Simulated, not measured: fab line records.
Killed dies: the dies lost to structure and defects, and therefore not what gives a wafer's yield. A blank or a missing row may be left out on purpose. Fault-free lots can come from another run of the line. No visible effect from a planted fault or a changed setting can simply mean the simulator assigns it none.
Problem report, 8D (eight disciplines) form, completed by code + flow n5Finfet + the parts of the form that need people (team, actions taken, sign-off) are left out

1. WHAT IS WRONG
Mean of rfFwdPowerW at N5_BEOL_M1_ETCH_64: 636.3 W across 6 wafers in 2 lots; on wafers with no fault it is 836.6 W (standard deviation 2.7). That puts it -74 standard deviations away from the usual mean.
The step: etches SOC in N2/H2, target depth 75 nm, overetch 15 nm, time 112.5 s.
First seen on wafer L540.3, day 7 16:45, on rieDiel-01. At this step, 18 wafers from 6 lots have a number in the record. By rule, "out" or "out of limits" means more than 4 standard deviations away from the usual mean. The other wafers with a number count as sound.

2. WHAT IT IS, AND WHAT IT ISN'T
| question                    | is                     | is not                                                                      |
|-----------------------------|------------------------|-----------------------------------------------------------------------------|
| which readings at this step | rfFwdPowerW, rfVppV    | drypumpMotorCurrentA, oesProductAu, showerheadPlenumPTorr, throttleValvePct |
| which lots                  | L540, L542             | L536, L539, L544, L551                                                      |
| which wafers of those lots  | all that have a number | -                                                                           |
| read on which tools         | rieDiel-01             | rieDiel-02, rieDiel-06                                                      |
| when                        | from day 7 16:45       | up to then (6 sound wafers); but 6 sound wafers of L544, L551 came after    |

3. THE SUSPECTS, EACH WITH WHAT RULES IT OUT
Counting: a tool at a process step up to the reading stays a suspect if it ran every lot that is out and no sound lot after the first of them.
- rieDiel-01 at N5_BEOL_M1_DESCUM_16 (chemistry O2, time 7 s): kept. All lots that are out passed through it, beginning with L540 at day 7 16:40, and no sound lot followed; its final sound lot before that point was L539 at day 7 01:08.
- rieDiel-01 at N5_BEOL_M1_ETCH_74 (etches underlayer in N2/H2, target depth 6.5 nm, time 5.2 s): kept. All lots that are out passed through it, beginning with L540 at day 7 16:43, and no sound lot followed; its final sound lot before that point was L539 at day 7 01:10.
- rieDiel-01 at N5_BEOL_M1_ETCH_63 (etches SiARC in CF4, target depth 15.6 nm, time 26 s): kept. All lots that are out passed through it, beginning with L540 at day 7 16:43, and no sound lot followed; its final sound lot before that point was L539 at day 7 01:11.
- rieDiel-01 at N5_BEOL_M1_ETCH_64 (etches SOC in N2/H2, target depth 75 nm, overetch 15 nm, time 112.5 s): kept. All lots that are out passed through it, beginning with L540 at day 7 16:45, and no sound lot followed; its final sound lot before that point was L539 at day 7 01:13. Out on those wafers are its own readings of rfFwdPowerW, rfVppV.
Left after counting: rieDiel-01 at N5_BEOL_M1_DESCUM_16, rieDiel-01 at N5_BEOL_M1_ETCH_74, rieDiel-01 at N5_BEOL_M1_ETCH_63, rieDiel-01 at N5_BEOL_M1_ETCH_64.

4. THE CAUSE (what the simulator had put in)
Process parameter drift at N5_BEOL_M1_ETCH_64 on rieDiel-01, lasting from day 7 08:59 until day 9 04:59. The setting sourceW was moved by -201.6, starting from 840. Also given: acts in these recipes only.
Of the 4 suspects that counting leaves, this tool is one.

5. THE EFFECT CHAIN, in route order
Rows list readings where the struck wafers' mean (over those with a number) sits beyond 3 standard deviations from the usual. Scope: only readings with a usual standard deviation given in the record; hours: median across lots of the time from each lot's start at the first step in this table that gives one to its start at this step; sigmas: change in usual standard deviations.
| hours | step               | reading     | usual   | on struck wafers | change | sigmas |
|-------|--------------------|-------------|---------|------------------|--------|--------|
| 0     | N5_BEOL_M1_ETCH_64 | rfFwdPowerW | 836.6 W | 636.3            | -200.3 | -74    |
| 0     | N5_BEOL_M1_ETCH_64 | rfVppV      | 522.5 V | 573.1            | +50.6  | +18    |
It contains these process steps:
- N5_BEOL_M1_ETCH_64: etches SOC in N2/H2, target depth 75 nm, overetch 15 nm, time 112.5 s.
Later measuring or inspecting steps at which every struck wafer that the step has a row for has a number for every such reading, and none has moved that far: N5_BEOL_M4_RC_MEAS_101.

6. WHAT WOULD HAVE CAUGHT IT SOONER
The fault began at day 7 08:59; the first out-of-limits reading in this record came at day 7 16:45, 8 hours later.
